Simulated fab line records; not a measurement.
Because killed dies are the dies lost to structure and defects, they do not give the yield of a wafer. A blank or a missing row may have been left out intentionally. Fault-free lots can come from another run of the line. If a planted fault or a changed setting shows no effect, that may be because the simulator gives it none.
Lot-split experiment + flow n5-finfet + on a route of 1938 steps: 7 lots, 39 wafers read

## SPLIT DETAILS
At N5_BEOL_M4_TRENCH_ETCH_37 (etches SiOC in C4F6/O2, target depth 55.555 nm, time 29.2 s), the setting time-s was moved away from the recipe's 29.2 s on 15 of the 39 wafers read, by -44.9% to +47.0%. The other wafers ran this setting at the recipe's value.

## FROM THE SPLIT TO THE READING: what the file shows between them, 8 steps
- N5_BEOL_M4_ETCH_41: etches SiCN in CH3F/O2, target depth 29.9 nm, time 52.5 s
- N5_BEOL_M4_STRIP_97: strips in N2/H2, time 10 s
- N5_BEOL_M4_OCD_MEAS_38
- N5_BEOL_M4_HM_STRIP_39: strips TiN in peroxide tin strip, target depth 25 nm, time 158 s
- N5_BEOL_M4_SRD_40: time 30 s
- N5_BEOL_M4_ECD_50: material Cu, target thk 300 nm
- N5_BEOL_M4_ANNEAL_51: time 90 s
- N5_BEOL_M4_CMP_52: polishes, stops on SiOC, t overpolish 6.8 s, target thk 40 nm

## THE READING
M4_THK, in nm, at N5_BEOL_M4_THK_MEAS_53 (measures by xrf). Typical for fault-free wafers on this fab line: 41.2 nm, with standard deviation 1.3 nm.

| wafer  | tool, chamber at the split | time-s as run, s | against the recipe | M4_THK, nm | against lot-mates on the recipe |
|--------|----------------------------|------------------|--------------------|------------|---------------------------------|
| L077.1 | rie-diel-02, 0             | 16.39            | -43.9%             | 14.0       | -26.4                           |
| L077.2 | rie-diel-02, 2             | 16.39            | -43.9%             | 16.6       | -23.8                           |
| L077.3 | rie-diel-02, 1             | 16.39            | -43.9%             | 15.4       | -25.0                           |
| L077.4 | rie-diel-02, 1             | 29.2             | recipe             | 41.1       | -                               |
| L077.5 | rie-diel-02, 2             | 29.2             | recipe             | 40.8       | -                               |
| L077.6 | rie-diel-02, 0             | 29.2             | recipe             | 39.4       | -                               |
| L078.1 | rie-diel-02, 3             | 16.08            | -44.9%             | 14.9       | -26.9                           |
| L078.2 | rie-diel-02, 0             | 29.2             | recipe             | 41.6       | -                               |
| L078.3 | rie-diel-02, 1             | 29.2             | recipe             | 41.7       | -                               |
| L078.4 | rie-diel-02, 2             | 16.08            | -44.9%             | 15.7       | -26.1                           |
| L078.5 | rie-diel-02, 3             | 16.08            | -44.9%             | 15.1       | -26.7                           |
| L078.6 | rie-diel-02, 2             | 29.2             | recipe             | 42.2       | -                               |
| L079.1 | rie-diel-02, 2             | 29.2             | recipe             | 43.0       | -                               |
| L079.2 | rie-diel-02, 0             | 42.92            | +47.0%             | 66.9       | +24.7                           |
| L079.3 | rie-diel-02, 3             | 42.92            | +47.0%             | 68.6       | +26.4                           |
| L079.4 | rie-diel-02, 1             | 42.92            | +47.0%             | 69.5       | +27.3                           |
| L079.5 | rie-diel-02, 0             | 29.2             | recipe             | 42.7       | -                               |
| L079.6 | rie-diel-02, 1             | 29.2             | recipe             | 40.8       | -                               |
| L088.1 | rie-diel-05, 1             | 36.89            | +26.3%             | 53.4       | +14.0                           |
| L088.2 | rie-diel-05, 2             | 29.2             | recipe             | 40.6       | -                               |
| L088.3 | rie-diel-05, 0             | 29.2             | recipe             | 38.7       | -                               |
| L088.4 | rie-diel-05, 3             | 36.89            | +26.3%             | 54.1       | +14.7                           |
| L088.5 | rie-diel-05, 0             | 29.2             | recipe             | 38.9       | -                               |
| L088.6 | rie-diel-05, 1             | 36.89            | +26.3%             | 53.4       | +14.0                           |
| L087.4 | rie-diel-02, 3             | 29.2             | recipe             | 42.7       | -                               |
| L087.5 | rie-diel-02, 1             | 29.2             | recipe             | 40.8       | -                               |
| L087.6 | rie-diel-02, 0             | 29.2             | recipe             | 40.4       | -                               |
| L091.1 | rie-diel-01, 1             | 29.2             | recipe             | 43.0       | -                               |
| L091.2 | rie-diel-01, 3             | 29.2             | recipe             | 41.9       | -                               |
| L091.3 | rie-diel-01, 2             | 29.2             | recipe             | 40.2       | -                               |
| L091.4 | rie-diel-01, 0             | 29.2             | recipe             | 40.9       | -                               |
| L091.5 | rie-diel-01, 3             | 29.2             | recipe             | 41.3       | -                               |
| L091.6 | rie-diel-01, 2             | 29.2             | recipe             | 40.6       | -                               |
| L095.1 | rie-diel-02, 1             | 29.2             | recipe             | 42.0       | -                               |
| L095.2 | rie-diel-02, 2             | 29.2             | recipe             | 40.2       | -                               |
| L095.3 | rie-diel-02, 3             | 20.18            | -30.9%             | 24.2       | -17.0                           |
| L095.4 | rie-diel-02, 0             | 20.18            | -30.9%             | 23.9       | -17.3                           |
| L095.5 | rie-diel-02, 2             | 29.2             | recipe             | 41.4       | -                               |
| L095.6 | rie-diel-02, 1             | 20.18            | -30.9%             | 24.1       | -17.1                           |

THE FIT
A straight line over all 39 wafers: M4_THK changes by +0.567 nm for each +1% of time-s; r = +1.00; the points scatter about the line by 1.3 nm.
The same after taking each lot's own level away (the mean of its wafers on the recipe; 39 wafers): +0.567 nm for each +1%; r = +1.00; scatter 0.9 nm.
Per that fit: largest time-s move, reading shift of 27 nm.
The lots' own levels span 39.40 to 42.17 nm, that is 2.1 times the standard deviation above.
The two slopes are in agreement: the lot-to-lot level therefore moves the slope only a little.
Check: with one of the wafers moved furthest among these (+47.0%) left out of the fit, the line predicts +26.8 nm for it against its lot-mates. It came out at +24.7 nm against them.

## THE WHOLE CHAIN: every reading that the file lists as answering this split, in the file's order
| step                      | what it does                                                  | reading                                                                          | change (the file's fit)                                                              | r (the file's) |
|---------------------------|---------------------------------------------------------------|----------------------------------------------------------------------------------|--------------------------------------------------------------------------------------|----------------|
| N5_BEOL_M4_TRENCH_ETCH_37 | etches SiOC in C4F6/O2, target depth 55.555 nm, time 29.2 s   | BEOL_M4.feature-depth-nm (the simulator's own value, which no gauge read)        | +0.556 nm for each +1% of the setting                                                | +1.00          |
| N5_BEOL_M4_TRENCH_ETCH_37 | etches SiOC in C4F6/O2, target depth 55.555 nm, time 29.2 s   | etch.depth-nm (the simulator's own value, which no gauge read)                   | +0.555 nm for each +1% of the setting                                                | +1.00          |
| N5_BEOL_M4_TRENCH_ETCH_37 | etches SiOC in C4F6/O2, target depth 55.555 nm, time 29.2 s   | TiN_of_BEOL_M4_HM_DEP_02.thk-nm (the simulator's own value, which no gauge read) | -0.0237 nm for each +1% of the setting                                               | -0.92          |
| N5_BEOL_M4_OCD_MEAS_38    |                                                               | trench-depth-nm                                                                  | +0.558 nm for each +1% of the setting                                                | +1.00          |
| N5_BEOL_M4_CMP_52         | polishes, stops on SiOC, t overpolish 6.8 s, target thk 40 nm | Cu_of_BEOL_M4_ECD_50.thk-nm (the simulator's own value, which no gauge read)     | +0.561 nm for each +1% of the setting                                                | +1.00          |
| N5_BEOL_M4_THK_MEAS_53    | measures by xrf                                               | M4_THK                                                                           | +0.568 for each +1% of the setting                                                   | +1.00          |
| N5_BEOL_M4_RS_MEAS_58     | measures by four-point-probe                                  | M4_RS                                                                            | not straight: 2.555 at the lowest setting, 0.654 at the recipe, 0.353 at the highest | not given      |

## THE FILE'S OWN FIT
M4_THK changes by +0.568 nm for each +1% of time-s, r = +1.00.
